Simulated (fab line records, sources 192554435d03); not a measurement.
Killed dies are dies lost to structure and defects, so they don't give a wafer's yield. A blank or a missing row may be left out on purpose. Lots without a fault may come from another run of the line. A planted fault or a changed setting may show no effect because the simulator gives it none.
Chamber matching | flow n5_finfet | N5_BEOL_M8_DESCUM_33 on rie_diel-05: 4 sister chambers
The step chemistry O2, time 7 s. 22 wafers are shown with their chamber, then 11 later ones without.

WAFERS WITH THEIR CHAMBER
wafer  | chamber | drypump_motor_current_A (A) | throttle_valve_pct (%) | showerhead_plenum_p_Torr (Torr)
L076.2 | 2       | 6.4                         | 20.51                  | 2.22
L076.4 | 1       | 5.2                         | 20.22                  | 2.15
L076.6 | 0       | 6.0                         | 20.07                  | 2.14
L079.1 | 3       | 5.6                         | 20.29                  | 2.23
L079.2 | 1       | 5.2                         | 20.22                  | 2.14
L079.3 | 2       | 6.3                         | 20.52                  | 2.21
L080.1 | 2       | 6.3                         | 20.53                  | 2.21
L080.5 | 2       | 6.4                         | 20.53                  | 2.21
L080.6 | 1       | 5.2                         | 20.22                  | 2.14
L085.1 | 1       | 5.2                         | 20.23                  | 2.14
L085.2 | 2       | 6.3                         | 20.54                  | 2.21
L085.6 | 1       | 5.2                         | 20.25                  | 2.14
L084.1 | 1       | 5.2                         | 20.25                  | 2.14
L084.3 | 2       | 6.3                         | 20.55                  | 2.21
L084.4 | 0       | 6.0                         | 20.08                  | 2.13
L086.1 | 1       | 5.2                         | 20.24                  | 2.14
L086.3 | 0       | 6.1                         | 20.09                  | 2.13
L086.5 | 2       | 6.3                         | 20.56                  | 2.21
L090.2 | 2       | 6.3                         | 20.57                  | 2.20
L090.4 | 3       | 5.6                         | 20.33                  | 2.22
L090.6 | 2       | 6.3                         | 20.56                  | 2.20
L092.1 | 3       | 5.6                         | 20.35                  | 2.22

SIGNATURES (means of the wafers above)
reading                  | chamber 0 | chamber 1 | chamber 2 | chamber 3 | scatter within a chamber
drypump_motor_current_A  | 6.033     | 5.200     | 6.322     | 5.600     | 0.0351
throttle_valve_pct       | 20.0800   | 20.2329   | 20.5411   | 20.3233   | 0.019
showerhead_plenum_p_Torr | 2.1333    | 2.1414    | 2.2089    | 2.2233    | 0.00531
Rule: a wafer's distance from a chamber is the root of the sum, over the readings, of the square of ((its reading less the chamber's mean) divided by the reading's scatter). The wafer belongs to the nearest chamber; if the next one is less than 2 further off, it can't be placed. The scatter: the root of (the sum of the squares of (reading less its chamber's mean) over the shown wafers, divided by (wafers less chambers)).

WAFERS WITHOUT THEIR CHAMBER
wafer  | drypump_motor_current_A (A) | throttle_valve_pct (%) | showerhead_plenum_p_Torr (Torr)
L092.2 | 6.1                         | 20.11                  | 2.12
L092.3 | 6.4                         | 20.56                  | 2.20
L093.1 | 6.1                         | 20.13                  | 2.12
L093.2 | 5.6                         | 20.35                  | 2.22
L093.3 | 6.3                         | 20.57                  | 2.20
L096.2 | 5.2                         | 20.26                  | 2.13
L096.3 | 5.6                         | 20.36                  | 2.21
L096.6 | 5.6                         | 20.37                  | 2.21
L097.1 | 6.4                         | 20.59                  | 2.20
L097.3 | 5.6                         | 20.37                  | 2.21
L097.6 | 6.4                         | 20.58                  | 2.20

WHICH CHAMBER EACH WENT THROUGH
wafer  | from the rows above | in truth
L092.2 | 0                   | 0
L092.3 | 2                   | 2
L093.1 | 0                   | 0
L093.2 | 3                   | 3
L093.3 | 2                   | 2
L096.2 | 1                   | 1
L096.3 | 3                   | 3
L096.6 | 3                   | 3
L097.1 | 2                   | 2
L097.3 | 3                   | 3
L097.6 | 2                   | 2
Placed correctly: 11 of 11. Can't be placed from these rows: 0. Placed wrongly: 0.
